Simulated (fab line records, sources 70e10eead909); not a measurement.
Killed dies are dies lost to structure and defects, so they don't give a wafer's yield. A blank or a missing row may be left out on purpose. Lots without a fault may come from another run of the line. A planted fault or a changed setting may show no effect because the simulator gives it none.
One fault seen from 3 desks | flow nand_harc | each desk has only its own numbers; what lay behind them comes last

THE DEFECT DESK
What the inspections along the route counted, lot by lot: means of the sampled wafers that have a number. A lot is out of limits, marked OUT, if its mean lies more than 4 standard deviations from the usual mean; the brackets give that distance.
Columns: A = raw_defect_count at NHARC_A_CHANNEL_HOLE_D2_INSPECT_12, usual 28
lot  | first seen here | A
L939 | day 15 10:47    | 60
L948 | day 19 11:32    | 12
L951 | day 19 19:36    | 14
L949 | day 19 19:46    | 49
L950 | day 20 07:26    | 20
L952 | day 20 08:34    | 52
L953 | day 20 23:40    | 23
L954 | day 21 15:02    | 22
L955 | day 22 08:55    | 6
L956 | day 22 11:17    | 30
L957 | day 22 19:47    | 8
This desk's finding: nothing out of limits on any of the 11 lots.

THE METROLOGY DESK
What the gauges read, lot by lot, whatever tool the lot ran on: means of the sampled wafers that have a number. A lot is out of limits, marked OUT, if its mean lies more than 4 standard deviations from the usual mean; the brackets give that distance.
Columns: A = thk_nm at NHARC_A_ONON_D2_THK_MEAS_30, usual 1002 nm
lot  | first seen here | A
L939 | day 15 07:23    | 990
L940 | day 15 07:24    | 798 (-21) OUT
L941 | day 16 02:53    | 806 (-20) OUT
L948 | day 19 08:12    | 1011
L951 | day 19 13:40    | 1002
L949 | day 19 13:43    | 1001
L950 | day 20 02:48    | 994
L952 | day 20 03:09    | 1009
L953 | day 20 20:17    | 1016
L954 | day 21 09:11    | 985
L955 | day 22 03:52    | 989
L956 | day 22 07:37    | 992
L957 | day 22 15:22    | 1002
This desk's finding: out of limits on L940, L941; first on L940, day 15 07:24 (thk_nm at NHARC_A_ONON_D2_THK_MEAS_30). In limits: L939, L948, L951, L949, L950, L952, L953, L954, L955, L956, L957.

THE TOOL OWNER'S DESK: pecvd_onon-01
The tool's own readings at NHARC_A_ONON_D2_DEP_28 (target thk 1000 nm): means of the sampled wafers that have a number, for each lot that ran on this tool. A lot is out of limits, marked OUT, if its mean lies more than 4 standard deviations from the usual mean; the brackets give that distance.
Columns: A = n2o_flow_sccm at NHARC_A_ONON_D2_DEP_28, usual 1999 sccm
lot  | first seen here | A
L940 | day 15 06:53    | 2003
L941 | day 16 02:30    | 1999
L956 | day 22 07:06    | 1997
L957 | day 22 14:52    | 1999
This desk's finding: nothing out of limits on any of the 4 lots.

PUT TOGETHER
The metrology desk could have raised an alarm at day 15 07:24, on L940, L941.
The defect desk saw nothing out of limits.
The tool owner's desk saw nothing out of limits.
The defect desk has no number on record for L940, L941.
The tool owner's desk has L940, L941 on record, within its limits.
Of the lots named, all ran NHARC_A_ONON_D2_DEP_28 on pecvd_onon-01.

WHAT THE SIMULATOR HAD PUT IN
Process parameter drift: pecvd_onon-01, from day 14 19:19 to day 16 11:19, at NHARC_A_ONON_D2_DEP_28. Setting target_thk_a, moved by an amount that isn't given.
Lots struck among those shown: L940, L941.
Hours from the fault's start to each desk's first reading out of limits: the metrology desk, 12.
